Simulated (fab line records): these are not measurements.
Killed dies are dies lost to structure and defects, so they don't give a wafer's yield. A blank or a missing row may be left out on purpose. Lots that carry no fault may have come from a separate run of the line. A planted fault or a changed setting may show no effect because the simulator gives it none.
fab line records    flow nand_harc
[record] lots = 7  wafers = 21  last_day = 32
route steps=1302 shown P_CONTACT@241 P_M0@253 END@1302
lots with no fault: from the same line, run without faults
start_h: hours from the record's opening day to when the first of the lot's shown wafers began    wait_h: how many hours have passed since the lot's step before this one    " the same as in the row above    L1.1+2: several wafers, shown together as one row    - no value, or no start was given    * or withheld: withheld    < > ~ a bound
route shown NAME@n: NAME is a module with steps in the file, n the number in the route of the first one    usual: the fault-free wafers' mean and standard deviation    same: alike in all rows    chamber/n: place in a boat    sites: the reading at each site    _std_site: standard deviation across them    _edge_site: mean of outer sites minus mean of inner sites    radius_mm: for every site, how far away it sits from the centre of the wafer    mask NAME#n: copy n    behind: the tool/chamber that last shaped the wafer    hold: the reason the lot was held/the length of the hold in hours/how it ended    device: which transistor (n, p or np) failed to switch    end of line: tests of these same wafers at the route's end    a step given without rows: its recipe and nothing more    killed: at the first sort, the dies lost to defects and structure; wafer yield is something else    map: shows each die of a wafer: x if killed, . if not, _ if none is there
set.NAME: setting as actually run; set.NAME@STEP: the setting as run at that earlier step    model.NAME: the simulator's own value behind a step, which no gauge read
certain route steps with their lots: each step a table, each wafer a row
services: a tool's chamber out of use, with start hour (start_h, from the record's first day; less than 0 if before it), hours out, and reason
[[steps]]
[step NHARC_P_CONTACT_CD_MEAS_19]
[usual] cd_nm = 90.4/2.4
lot.wafer  tool       chamber  start_h  wait_h  cd_nm
L422.1     cd_sem-01  -        129.05   -       87.3
L422.2     "          -        "        "       86.7
L422.4     "          -        "        "       88.9
L423.1     cd_sem-03  -        138.45   -       88.8
L423.2     "          -        "        "       90.2
L423.4     "          -        "        "       86.9
L424.1     cd_sem-03  -        155.19   -       86.4
L424.4     "          -        "        "       89.3
L424.6     "          -        "        "       89.3
L426.3     cd_sem-03  -        170.26   -       92.4
L426.5     "          -        "        "       93.9
L426.6     "          -        "        "       92.7
L437.4     cd_sem-02  -        283.02   -       89.7
L437.5     "          -        "        "       92.0
L437.6     "          -        "        "       94.0
L441.2     cd_sem-03  -        325.50   -       88.6
L441.4     "          -        "        "       89.5
L441.6     "          -        "        "       90.1
L443.2     cd_sem-03  -        337.10   -       91.6
L443.5     "          -        "        "       89.8
L443.6     "          -        "        "       90.2
[step NHARC_P_CONTACT_STRIP_28]
[recipe] o2_flow_sccm = 500  ar_flow_sccm = 0  bias_w = 0  chemistry = O2
[usual] drypump_motor_current_A = 5.5/0.49  oes_product_au = 0.995/0.016  rf_vpp_V = 57.9/0.91  showerhead_plenum_p_Torr = 3.52/0.11  throttle_valve_pct = 17.036/0.0091
lot.wafer  tool         chamber  start_h  wait_h  drypump_motor_current_A  oes_product_au  rf_hours_counter_h  rf_vpp_V  showerhead_plenum_p_Torr  throttle_valve_pct
L422.2     rie_diel-09  2        129.14   0.1     6.6                      1.003           9.1                 57.8      3.47                      17.047
L422.1     "            3        "        "       4.9                      1.003           9.1                 58.0      3.70                      17.035
L422.4     "            0        "        "       5.4                      0.998           8.4                 57.8      3.44                      17.038
L423.1     rie_diel-10  2        138.53   0.1     5.3                      1.005           0.9                 58.5      3.70                      17.038
L423.2     "            3        "        "       4.9                      0.988           1.4                 58.4      3.61                      17.038
L423.4     "            1        "        "       5.7                      1.011           1.5                 58.3      3.49                      17.040
L424.1     rie_diel-09  1        155.26   0.1     5.6                      0.990           0.2                 57.7      3.48                      17.056
L424.4     "            3        "        "       4.9                      1.004           0.4                 58.4      3.70                      17.041
L424.6     "            2        "        "       6.6                      1.021           -                   57.2      3.47                      17.035
L426.3     rie_diel-06  1        170.36   0.1     4.8                      1.035           0.8                 56.3      3.36                      17.044
L426.5     "            3        "        "       6.1                      0.996           -                   58.1      3.54                      17.039
L426.6     "            0        "        "       5.4                      1.013           -                   59.1      3.63                      17.036
L437.4     rie_diel-10  0        283.12   0.1     5.7                      0.989           0.8                 57.2      3.44                      17.043
L437.6     "            2        "        "       5.3                      1.010           -                   57.1      3.70                      17.030
L437.5     "            3        "        "       4.9                      1.003           -                   58.3      3.61                      17.025
L441.2     rie_diel-10  3        325.59   0.1     4.8                      0.989           2.2                 58.4      3.61                      17.037
L441.4     "            0        "        "       5.7                      0.998           2.2                 57.7      3.44                      17.026
L441.6     "            3        "        "       4.8                      0.969           -                   58.5      3.61                      17.042
L443.2     rie_diel-10  0        337.18   0.1     5.7                      0.982           2.6                 57.3      3.44                      17.045
L443.6     "            3        "        "       4.8                      0.980           -                   58.3      3.61                      17.035
L443.5     "            0        "        "       5.7                      0.981           -                   57.4      3.44                      17.033
[step NHARC_P_CONTACT_STRIP_29]
[recipe] time_s = 1200  temp_c = 72.5  chemistry = post_etch_residue_remover
[step NHARC_P_CONTACT_DEGAS_38]
[recipe] temp_c = 300  time_s = 60
[step NHARC_P_CONTACT_PRE_CLEAN_39]
[recipe] time_s = 19.5  bias_v = 250  gas = Ar
[step NHARC_P_CONTACT_PVD_32]
[recipe] target_thk_a = 50  chamber_pressure_pa = 5  power_w = 5000  substrate_temp_c = 200  time_s = 17.7  material = Ti
[step NHARC_P_CONTACT_ALD_22]
[recipe] target_thk_a = 30  pulse_time_s = 1  ald_cycles = 150  temp_c = 450  material = TiN
[usual] heater_power_w = 1082/93  precursor_pulse_height_rel = 0.999/0.018
lot.wafer  tool          chamber  start_h  wait_h  heater_power_w  precursor_pulse_height_rel
L422.1     ald_metal-02  0        130.00   -       1072            0.992
L422.2     "             2        "        "       1075            0.999
L422.4     "             3        "        "       1066            0.997
L423.4     ald_metal-03  2        139.41   -       1333            1.023
L423.1     "             3        "        "       967             1.039
L423.2     "             1        "        "       1098            1.011
L424.1     ald_metal-03  0        156.20   -       1112            0.977
L424.4     "             2        "        "       1305            1.007
L424.6     "             1        "        "       1097            1.004
L426.3     ald_metal-02  1        171.27   -       987             1.002
L426.5     "             2        "        "       1089            0.989
L426.6     "             3        "        "       1057            1.016
L437.4     ald_metal-03  1        284.03   -       1084            0.986
L437.6     "             2        "        "       1276            0.998
L437.5     "             3        "        "       1043            0.964
L441.4     ald_metal-03  0        326.48   -       1136            0.973
L441.2     "             1        "        "       1075            0.999
L441.6     "             0        "        "       1135            0.981
L443.2     ald_metal-02  2        338.11   -       1100            0.981
L443.5     "             3        "        "       1089            1.013
L443.6     "             0        "        "       1097            1.026
[step NHARC_P_CONTACT_CVD_23]
[recipe] target_thk_a = 2000  temp_c = 300  pressure_torr = 40  wf6_flow_sccm = 40  h2_flow_sccm = 1600  ar_flow_sccm = 1560  time_s = 557  material = W
[usual] heater_power_w = 439/43  throttle_valve_pct = 7.97/0.26
lot.wafer  tool      chamber  start_h  wait_h  heater_power_w  throttle_valve_pct
L422.1     cvd_w-01  1        -        -       510             7.93
L422.2     "         0        "        "       444             7.59
L422.4     "         1        "        "       506             7.54
L423.1     cvd_w-02  1        -        -       421             7.90
L423.2     "         0        "        "       393             8.17
L423.4     "         0        "        "       397             8.42
L424.1     cvd_w-01  0        -        -       444             7.84
L424.4     "         1        "        "       511             8.10
L424.6     "         1        "        "       504             7.86
L426.3     cvd_w-02  0        -        -       387             8.21
L426.5     "         1        "        "       429             8.22
L426.6     "         0        "        "       392             8.27
L437.4     cvd_w-01  0        -        -       429             7.45
L437.5     "         0        "        "       440             7.81
L437.6     "         1        "        "       507             8.16
L441.2     cvd_w-01  1        -        -       507             8.09
L441.4     "         1        "        "       511             8.08
L441.6     "         1        "        "       494             7.87
L443.2     cvd_w-01  1        -        -       489             8.07
L443.5     "         1        "        "       518             8.08
L443.6     "         0        "        "       430             7.80
[step NHARC_P_CONTACT_CMP_24]
[recipe] t_overpolish_s = 30  target_thk_nm = 200
[usual] motor_current_A = 12.1/1.2  overpolish_run_s = 30.001/0.0095  time_to_endpoint_s = 39/3.5
lot.wafer  tool    chamber  start_h  wait_h  motor_current_A  overpolish_run_s  time_to_endpoint_s
L422.2     cmp-04  2        130.91   0.5     13.2             30.017            43
L422.1     "       3        "        "       14.2             30.008            42
L422.4     "       0        "        "       12.5             29.981            44
L423.4     cmp-04  3        140.27   0.3     14.1             30.007            41
L423.2     "       1        "        "       12.7             30.002            38
L423.1     "       2        "        "       12.9             30.008            41
L424.1     cmp-04  0        157.08   0.5     12.1             29.996            42
L424.4     "       2        "        "       13.4             30.002            42
L424.6     "       3        "        "       14.0             30.019            39
L426.3     cmp-04  1        172.11   0.3     12.8             29.987            35
L426.6     "       0        "        "       12.2             30.004            41
L426.5     "       1        "        "       13.6             30.017            39
L437.4     cmp-01  0        284.87   0.4     10.8             30.011            41
L437.5     "       2        "        "       10.8             30.012            31
L437.6     "       3        "        "       11.9             30.007            37
L441.4     cmp-01  0        327.32   0.4     11.1             30.005            44
L441.2     "       2        "        "       11.2             29.992            33
L441.6     "       0        "        "       11.0             30.001            44
L443.2     cmp-04  2        338.96   0.6     13.4             29.999            43
L443.5     "       0        "        "       12.6             30.020            45
L443.6     "       1        "        "       13.5             30.008            39
[step NHARC_P_CONTACT_SRD_26]
[step NHARC_P_CONTACT_INSPECT_27]
[usual] raw_defect_count = 279/100
lot.wafer  tool               chamber  start_h  wait_h  raw_defect_count
L422.1     defect_inspect-01  -        131.28   0.1     232
L422.2     "                  -        "        "       212
L422.4     "                  -        "        "       182
L423.1     defect_inspect-01  -        140.67   0.1     167
L423.2     "                  -        "        "       143
L423.4     "                  -        "        "       194
L424.1     defect_inspect-01  -        157.48   0.1     264
L424.4     "                  -        "        "       336
L424.6     "                  -        "        "       211
L426.3     defect_inspect-02  -        172.49   0.1     285
L426.5     "                  -        "        "       210
L426.6     "                  -        "        "       506
L437.4     defect_inspect-01  -        285.23   0.1     399
L437.5     "                  -        "        "       207
L437.6     "                  -        "        "       333
L441.2     defect_inspect-02  -        327.72   0.1     336
L441.4     "                  -        "        "       322
L441.6     "                  -        "        "       334
L443.2     defect_inspect-01  -        339.31   0.1     167
L443.5     "                  -        "        "       211
L443.6     "                  -        "        "       199
[step NHARC_P_M0_DEP_00]
[recipe] target_thk_a = 1500  target_thk_nm = 150  temp_c = withheld  pressure_torr = 5  flow_sccm = 200  rf_w = 600  material = SiOC
lot.wafer   tool      chamber  start_h  wait_h
L422.2+1+4  pecvd-04  1,0,0    131.35   0.1
L423.1+2+4  pecvd-04  1,2,0    140.79   0.1
L424.1+4+6  pecvd-04  1,1,2    157.55   0.1
L426.3+5+6  pecvd-04  0,2,0    172.64   0.2
L437.4+5+6  pecvd-04  2,0,1    285.44   0.2
L441.2+6+4  pecvd-04  1,0,1    327.88   0.2
L443.2+6+5  pecvd-03  1,0,2    339.42   0.1
[step NHARC_P_M0_DEHYDRATE_01]
[recipe] temp_c = 150  time_s = 120
[step NHARC_P_M0_HMDS_02]
[recipe] time_s = 30
[step NHARC_P_M0_COAT_33]
[recipe] temp_c = 200  time_s = 65
[step NHARC_P_M0_COAT_03]
[recipe] spin_rpm = 1500  resist_thk_nm = 90
[step NHARC_P_M0_SOFTBAKE_04]
[recipe] temp_c = 105  time_s = 55
[step NHARC_P_M0_EBR_05]
[step NHARC_P_M0_EXPOSE_06]
[recipe] na = 1.35  target_cd_nm = 90  dose_mj = 81.28  mask_id = P_M0
[step NHARC_P_M0_PEB_07]
[recipe] peb_temp_c = 100  peb_time_s = 65
[step NHARC_P_M0_DEVELOP_08]
[recipe] develop_time_s = 35  dev_temp_c = 23
[step NHARC_P_M0_CD_MEAS_09]
[recipe] target_cd_nm = 90  landing_energy_ev = 500
[usual] cd_nm = 90.1/0.78
lot.wafer  tool       chamber  start_h  wait_h  cd_nm
L422.1     cd_sem-02  0        132.19   -       88.7
L422.2     "          0        "        "       88.9
L422.4     "          0        "        "       88.7
L423.1     cd_sem-02  0        141.62   -       89.4
L423.2     "          0        "        "       89.2
L423.4     "          0        "        "       90.0
L424.1     cd_sem-02  0        158.52   -       91.6
L424.4     "          0        "        "       90.9
L424.6     "          0        "        "       90.3
L426.3     cd_sem-03  0        173.27   -       89.5
L426.5     "          0        "        "       88.4
L426.6     "          0        "        "       89.0
L437.4     cd_sem-02  0        286.01   -       89.7
L437.5     "          0        "        "       90.1
L437.6     "          0        "        "       91.1
L441.2     cd_sem-02  0        328.50   -       90.2
L441.4     "          0        "        "       91.1
L441.6     "          0        "        "       89.7
L443.2     cd_sem-03  0        340.09   -       90.3
L443.5     "          0        "        "       90.5
L443.6     "          0        "        "       91.3
[step NHARC_P_M0_OVL_MEAS_10]
[recipe] pitch_nm = 180
[usual] overlay_x_nm = -0.1/0.74  overlay_y_nm = -0.1/0.93
lot.wafer  tool        chamber  start_h  wait_h  overlay_x_nm  overlay_y_nm
L422.1     overlay-02  -        132.28   -       -1.5          -0.7
L422.2     "           -        "        "       -1.2          -0.1
L422.4     "           -        "        "       -0.5          -0.2
L423.1     overlay-02  -        141.71   -       -0.2          -0.2
L423.2     "           -        "        "       -0.6          0.1
L423.4     "           -        "        "       0.2           -0.4
L424.1     overlay-01  -        158.61   -       0.3           -1.3
L424.4     "           -        "        "       0.5           -1.2
L424.6     "           -        "        "       0.3           -1.1
L426.3     overlay-01  -        173.35   -       1.2           0.0
L426.5     "           -        "        "       1.7           0.6
L426.6     "           -        "        "       1.2           -0.4
L437.4     overlay-01  -        286.10   -       -0.6          0.2
L437.5     "           -        "        "       -0.4          -0.2
L437.6     "           -        "        "       -0.5          0.2
L441.2     overlay-01  -        328.58   -       0.6           0.9
L441.4     "           -        "        "       0.4           1.4
L441.6     "           -        "        "       0.6           1.0
L443.2     overlay-02  -        340.17   -       1.5           0.5
L443.5     "           -        "        "       1.1           0.4
L443.6     "           -        "        "       1.4           0.1
[step NHARC_P_M0_INSPECT_11]
[usual] raw_defect_count = 4.2/2.6
lot.wafer  tool               chamber  start_h  wait_h  raw_defect_count
L422.1     defect_inspect-02  -        132.31   0.0     4
L422.2     "                  -        "        "       5
L422.4     "                  -        "        "       2
L423.1     defect_inspect-01  -        141.75   0.0     305
L423.2     "                  -        "        "       324
L423.4     "                  -        "        "       317
L424.1     defect_inspect-02  -        158.64   0.0     359
L424.4     "                  -        "        "       358
L424.6     "                  -        "        "       299
L426.3     defect_inspect-02  -        173.39   0.0     349
L426.5     "                  -        "        "       343
L426.6     "                  -        "        "       321
L437.4     defect_inspect-02  -        286.13   0.0     5
L437.5     "                  -        "        "       5
L437.6     "                  -        "        "       2
L441.2     defect_inspect-01  -        328.62   0.0     6
L441.4     "                  -        "        "       10
L441.6     "                  -        "        "       7
L443.2     defect_inspect-01  -        340.21   0.0     6
L443.5     "                  -        "        "       6
L443.6     "                  -        "        "       2
[step NHARC_P_M0_DESCUM_14]
[recipe] time_s = 3  o2_flow_sccm = 200  ar_flow_sccm = 0  bias_power_w = 0  chemistry = O2
[usual] drypump_motor_current_A = 5.6/0.4  oes_product_au = 0.998/0.014  rf_vpp_V = 57.9/0.8  showerhead_plenum_p_Torr = 1.92/0.086  throttle_valve_pct = 11.311/0.0089
lot.wafer  tool         chamber  start_h  wait_h  drypump_motor_current_A  oes_product_au  rf_hours_counter_h  rf_vpp_V  showerhead_plenum_p_Torr  throttle_valve_pct
L422.1     rie_diel-11  1        132.38   0.1     6.2                      1.018           16                  59.0      1.88                      11.311
L422.4     "            2        "        "       5.6                      0.997           16                  58.9      1.86                      11.306
L422.2     "            3        "        "       5.2                      0.987           15                  56.8      1.99                      11.300
L423.1     rie_diel-07  1        141.81   0.1     5.8                      0.989           1                   58.9      2.06                      11.295
L423.2     "            2        "        "       5.5                      0.981           1                   58.2      1.92                      11.304
L423.4     "            3        "        "       5.9                      0.993           2                   59.7      1.99                      11.312
L424.1     rie_diel-11  2        158.70   0.1     5.6                      0.997           25                  57.6      1.86                      11.315
L424.4     "            1        "        "       6.2                      1.020           24                  56.7      1.88                      11.317
L424.6     "            2        "        "       5.6                      0.991           -                   57.2      1.86                      11.307
L426.3     rie_diel-07  2        173.47   0.1     5.5                      0.977           7                   57.5      1.92                      11.307
L426.6     "            0        "        "       4.7                      0.983           -                   58.0      1.93                      11.314
L426.5     "            1        "        "       5.7                      0.990           -                   57.9      2.05                      11.305
L437.4     rie_diel-07  0        286.20   0.1     4.7                      0.992           29                  57.8      1.92                      11.309
L437.6     "            3        "        "       6.0                      0.983           -                   59.0      1.98                      11.337
L437.5     "            0        "        "       4.7                      0.984           -                   58.1      1.93                      11.308
L441.2     rie_diel-11  2        328.68   0.1     5.7                      0.994           22                  57.8      1.84                      11.330
L441.4     "            3        "        "       5.2                      0.974           22                  58.5      1.97                      11.314
L441.6     "            3        "        "       5.2                      0.989           -                   59.4      1.97                      11.310
L443.2     rie_diel-07  0        340.29   0.1     4.7                      0.980           5                   59.0      1.92                      11.309
L443.5     "            2        "        "       5.5                      1.013           -                   58.9      1.91                      11.303
L443.6     "            3        "        "       6.0                      1.000           -                   57.3      1.98                      11.312
[step NHARC_END_SORT_01]
[recipe] temp_c = 25
[usual] defect_limited_yield = 91.1/2.8  killed_at_array = 55/19  killed_at_other = 0.9/1.4  killed_at_periphery = 3.8/2.9  killed_dies = 60/19  killed_open = 3.3/1.8  killed_short = 2.6/1.6
[same] gross_dies = 677
lot.wafer  tool       chamber  start_h  wait_h  defect_limited_yield[%]  killed_at_array  killed_at_other  killed_at_periphery  killed_dies  killed_open  killed_short
L422.1     prober-02  0        569.24   2.5     88.6                     74               0                3                    77           3            4
L422.2     prober-02  0        570.03   2.8     87.1                     81               1                5                    87           5            1
L422.4     prober-02  0        571.60   3.4     90.1                     67               0                0                    67           2            1
L423.1     prober-01  0        588.66   2.5     80.8                     60               3                67                   130          2            2
L423.2     prober-01  0        589.46   2.8     76.5                     81               1                77                   159          3            4
L423.4     prober-01  0        591.06   3.4     78.1                     72               2                74                   148          2            2
L424.1     prober-02  0        600.30   2.5     83.2                     39               0                75                   114          2            2
L424.4     prober-02  0        602.72   3.4     80.4                     57               0                76                   133          5            2
L424.6     prober-02  0        604.33   4.0     82.3                     46               0                74                   120          3            3
L426.3     prober-02  0        625.56   3.1     74.6                     88               0                84                   172          5            2
L426.5     prober-02  0        627.15   3.7     75.0                     87               0                82                   169          7            2
L426.6     prober-02  0        627.95   4.0     75.9                     77               1                85                   163          3            3
L437.4     prober-02  0        718.47   3.4     87.4                     83               0                2                    85           3            4
L437.5     prober-02  0        719.26   3.6     86.0                     88               0                7                    95           6            3
L437.6     prober-02  0        720.05   3.9     88.0                     81               0                0                    81           4            2
L443.2     prober-01  0        776.60   2.8     89.1                     67               2                5                    74           4            5
L443.5     prober-01  0        779.01   3.7     92.3                     40               4                8                    52           5            4
L443.6     prober-01  0        779.81   4.0     90.0                     62               6                0                    68           2            3
// killed by level:class
L422.1 A_CHANNEL_HOLE_D2:chamber_film_flake=28 A_CHANNEL_HOLE_D1:chamber_film_flake=26 A_STAIRCASE:chamber_film_flake=5 A_CONTACT:chamber_film_flake=4 A_ONON_D1:geometric_particle:short=2 A_CHANNEL_FILL_D1:chamber_film_flake=2 A_M0:chamber_film_flake=2 P_STI:geometric_particle:open=1
L422.2 A_CHANNEL_HOLE_D2:chamber_film_flake=33 A_CHANNEL_HOLE_D1:chamber_film_flake=29 A_STAIRCASE:chamber_film_flake=5 A_WL_FILL:chamber_film_flake=3 P_STI:chamber_film_flake=2 A_ZERO_WELL:chamber_film_flake=2 A_CHANNEL_FILL_D1:chamber_film_flake=2 A_M0:chamber_film_flake=2
L422.4 A_CHANNEL_HOLE_D2:chamber_film_flake=22 A_CHANNEL_HOLE_D1:chamber_film_flake=21 A_STAIRCASE:chamber_film_flake=8 A_WL_FILL:chamber_film_flake=4 A_M0:chamber_film_flake=4 A_CHANNEL_FILL_D1:chamber_film_flake=2 A_ONON_D1:geometric_particle:short=1 A_CHANNEL_FILL_D2:geometric_particle:open=1
L423.1 P_M0:unspecified=67 A_CHANNEL_HOLE_D2:chamber_film_flake=26 A_CHANNEL_HOLE_D1:chamber_film_flake=23 A_CONTACT:chamber_film_flake=4 A_SGD_CUT:chamber_film_flake=2 THIN_TSV:chamber_film_flake=2 A_CHANNEL_FILL_D2:geometric_particle:open=1 A_BLC:geometric_particle:short=1
L423.2 P_M0:unspecified=74 A_CHANNEL_HOLE_D1:chamber_film_flake=39 A_CHANNEL_HOLE_D2:chamber_film_flake=22 A_CONTACT:chamber_film_flake=8 A_STAIRCASE:chamber_film_flake=4 A_SGD_CUT:chamber_film_flake=2 P_GATE:geometric_particle:short=1 P_M1:geometric_particle:open=1
L423.4 P_M0:unspecified=73 A_CHANNEL_HOLE_D2:chamber_film_flake=29 A_CHANNEL_HOLE_D1:chamber_film_flake=26 A_CONTACT:chamber_film_flake=9 THIN_TSV:chamber_film_flake=2 P_M1:geometric_particle:open=1 A_SGD_CUT:geometric_particle:short=1 A_WL_FILL:geometric_particle:open=1
L424.1 P_M0:unspecified=74 A_CHANNEL_HOLE_D1:chamber_film_flake=22 A_CHANNEL_HOLE_D2:chamber_film_flake=7 A_STAIRCASE:chamber_film_flake=5 A_ONON_D1:geometric_particle:short=1 A_DECK1_JOINT:geometric_particle:open=1 A_ONON_D2:geometric_particle:short=1 A_SGD_CUT:geometric_particle:open=1
L424.4 P_M0:unspecified=74 A_CHANNEL_HOLE_D1:chamber_film_flake=34 A_CHANNEL_HOLE_D2:chamber_film_flake=7 A_DECK1_JOINT:chamber_film_flake=5 A_STAIRCASE:chamber_film_flake=5 P_GATE:geometric_particle:open=1 P_CONTACT:geometric_particle:open=1 A_CHANNEL_FILL_D1:geometric_particle:short=1
L424.6 P_M0:unspecified=71 A_CHANNEL_HOLE_D1:chamber_film_flake=27 A_CHANNEL_HOLE_D2:chamber_film_flake=6 A_DECK1_JOINT:chamber_film_flake=3 A_STAIRCASE:chamber_film_flake=3 A_CONTACT:chamber_film_flake=2 P_M0:geometric_particle:open=1 P_M1:geometric_particle:short=1
L426.3 P_M0:unspecified=78 A_CHANNEL_HOLE_D1:chamber_film_flake=36 A_SLIT:chamber_film_flake=30 A_CHANNEL_HOLE_D2:chamber_film_flake=7 A_BLC:chamber_film_flake=3 P_ZERO_WELL:chamber_film_flake=2 A_ZERO_WELL:chamber_film_flake=2 A_DECK1_JOINT:chamber_film_flake=2
L426.5 P_M0:unspecified=79 A_CHANNEL_HOLE_D1:chamber_film_flake=29 A_SLIT:chamber_film_flake=27 A_CHANNEL_HOLE_D2:chamber_film_flake=11 A_WL_FILL:chamber_film_flake=5 A_CHANNEL_HOLE_D1:geometric_particle:open=2 A_DECK1_JOINT:geometric_particle:open=2 P_M2:chamber_film_flake=2
L426.6 P_M0:unspecified=76 A_CHANNEL_HOLE_D1:chamber_film_flake=32 A_SLIT:chamber_film_flake=16 A_CHANNEL_HOLE_D2:chamber_film_flake=10 A_BLC:chamber_film_flake=4 A_CONTACT:chamber_film_flake=4 P_CONTACT:chamber_film_flake=3 A_WL_FILL:chamber_film_flake=3
L437.4 A_CHANNEL_HOLE_D1:chamber_film_flake=36 A_SLIT:chamber_film_flake=20 A_CHANNEL_HOLE_D2:chamber_film_flake=15 A_CONTACT:chamber_film_flake=3 A_WL_FILL:geometric_particle:short=2 A_SOURCE_PLATE:geometric_particle:open=1 A_CHANNEL_HOLE_D1:geometric_particle:short=1 A_CHANNEL_FILL_D1:geometric_particle:open=1
L437.5 A_CHANNEL_HOLE_D1:chamber_film_flake=31 A_CHANNEL_HOLE_D2:chamber_film_flake=20 A_SLIT:chamber_film_flake=19 A_STAIRCASE:chamber_film_flake=6 A_CONTACT:chamber_film_flake=4 P_ZERO_WELL:chamber_film_flake=3 P_M0:geometric_particle:open=2 A_WL_FILL:geometric_particle:short=2
L437.6 A_SLIT:chamber_film_flake=32 A_CHANNEL_HOLE_D1:chamber_film_flake=27 A_CHANNEL_HOLE_D2:chamber_film_flake=10 A_CONTACT:chamber_film_flake=4 A_DECK1_JOINT:geometric_particle:open=1 A_STAIRCASE:geometric_particle:open=1 A_SGD_CUT:geometric_particle:open=1 A_SGD_CUT:geometric_particle:short=1
L443.2 A_CHANNEL_HOLE_D2:chamber_film_flake=24 A_SLIT:chamber_film_flake=20 A_CHANNEL_HOLE_D1:chamber_film_flake=8 A_CHANNEL_FILL_D2:chamber_film_flake=3 A_CONTACT:chamber_film_flake=3 A_WL_FILL:geometric_particle:short=2 P_GATE:chamber_film_flake=2 THIN_TSV:chamber_film_flake=2
L443.5 A_CHANNEL_HOLE_D2:chamber_film_flake=11 A_SLIT:chamber_film_flake=9 A_CHANNEL_HOLE_D1:chamber_film_flake=7 A_CONTACT:chamber_film_flake=4 THIN_TSV:chamber_film_flake=4 P_GATE:chamber_film_flake=3 P_CONTACT:geometric_particle:short=2 P_BONDPAD:geometric_particle:short=1
L443.6 A_SLIT:chamber_film_flake=23 A_CHANNEL_HOLE_D2:chamber_film_flake=17 A_CHANNEL_HOLE_D1:chamber_film_flake=9 THIN_TSV:chamber_film_flake=6 A_CONTACT:chamber_film_flake=3 A_DECK1_JOINT:geometric_particle:short=2 A_CHANNEL_FILL_D2:chamber_film_flake=2 A_SOURCE_PLATE:geometric_particle:short=1
// map L423.2 (x killed, . not)
____________.____________
_________......._________
_______..........._______
______.............______
_____..............._____
____.................____
____.................____
___.........xx........___
___.x.........xx.x....___
__..........xxxx.x.....__
__.x........xxxxxx.....__
_xx.........xxxxxx......_
_.xxx....xx.xxxxxxx....._
_.xx......x.xxxxxx......_
_xxxx......xxxxxxxx....._
_xxxx.....xxxxxxxxx....._
.xxxx....x..xxxxxxx......
...x.x......xxxxxx.x.....
............xxxx.xx......
.............x.xx........
..x....xx.x..x.x.........
_.......x..............._
_......x.xx............._
_.......x.x..x.........._
_....x.xxxxx............_
_..xxxx.xxx.xx.........._
__...xxxxx.............__
__..xx.xxxx......x.....__
___..xxx.x..........x.___
___...xx..x...........___
____..x.xx...........____
____......x..........____
_____x...xx........._____
______.............______
_______....x...x.._______
_________......._________
____________.____________
// map L424.4 (x killed, . not)
____________.____________
_________xxx...._________
_______.xxxxx....._______
______xxxxxxxxx.x..______
_____.xxxxxxx......._____
____...xxxxxxxx......____
____...xxxxxxx..x....____
___...xxxxxxxx........___
___..x.xxxxxxxx.......___
__.....xxxxxx..........__
__xx....xx.xx.x........__
_xxxx...xxxxxx.........._
_xxxx.....x............._
_xxx........x.....x....._
_xxxxx................x._
_xx.xx.................._
xx.x.....................
x.xx.....................
xx.x.x.....x....x........
.xx...........x..........
...x.....................
_......................._
_...x.............x....._
_.x....................._
_...x..................x_
_.................x....._
__..x..................__
__xx...........x.......__
___x............x.....___
___.x.................___
____......x..........____
____..x..............____
_____......x........_____
______.............______
_______..........._______
_________......._________
____________.____________
[[services]]
tool          chamber  start_h  hours  kind
cmp-04        -        111.16   4.0    pm
rie_diel-07   -        118.20   9.0    pm
rie_diel-10   -        122.26   5.2    repair
pecvd-04      0        151.75   6.0    repair
ald_metal-03  2        163.36   27.7   repair
ald_metal-03  3        164.12   9.4    repair
rie_diel-07   1        169.77   3.3    repair
cvd_w-01      -        185.00   13.0   pm
rie_diel-07   1        202.78   13.0   repair
ald_metal-03  2        209.15   3.1    repair
cmp-04        -        209.16   4.0    pm
ald_metal-03  -        212.00   10.0   pm
ald_metal-03  -        224.67   2.0    repair
rie_diel-10   0        230.78   2.4    repair
cvd_w-01      -        237.45   1.3    repair
rie_diel-10   -        242.50   9.0    pm
rie_diel-07   0        245.00   2.0    repair
ald_metal-03  -        256.19   0.4    repair
rie_diel-10   -        263.29   1.1    repair
rie_diel-10   0        266.94   6.7    repair
pecvd-04      -        269.00   13.0   pm
rie_diel-07   -        295.20   9.0    pm
rie_diel-10   3        298.43   4.2    repair
cmp-04        -        307.16   4.0    pm
[[key]]
[first_sign] step = NHARC_P_M0_INSPECT_11  reading = raw_defect_count  direction = up  sigmas = 99+  usual = 4.2  struck = 330.6
[effect] step = NHARC_END_SORT_01  reading = killed_at_periphery  direction = up  sigmas = 26  usual = 3.8  struck = 77.1
[more_kills_born_at] NHARC_P_M0_DEP_00@pecvd-04 = 666
met_at NHARC_P_M0_DEP_00
struck_wafers L423.1,L423.2,L423.4,L424.1,L424.4,L424.6,L426.3,L426.5,L426.6
onset_between 131.35 140.79
[fault] kind = chamber_particle_source  tool = pecvd-04  chamber = -  onset_h = 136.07  steps = NHARC_P_M0_DEP_00  rate_per_visit_cm2 = 0.50761  end_h = 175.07
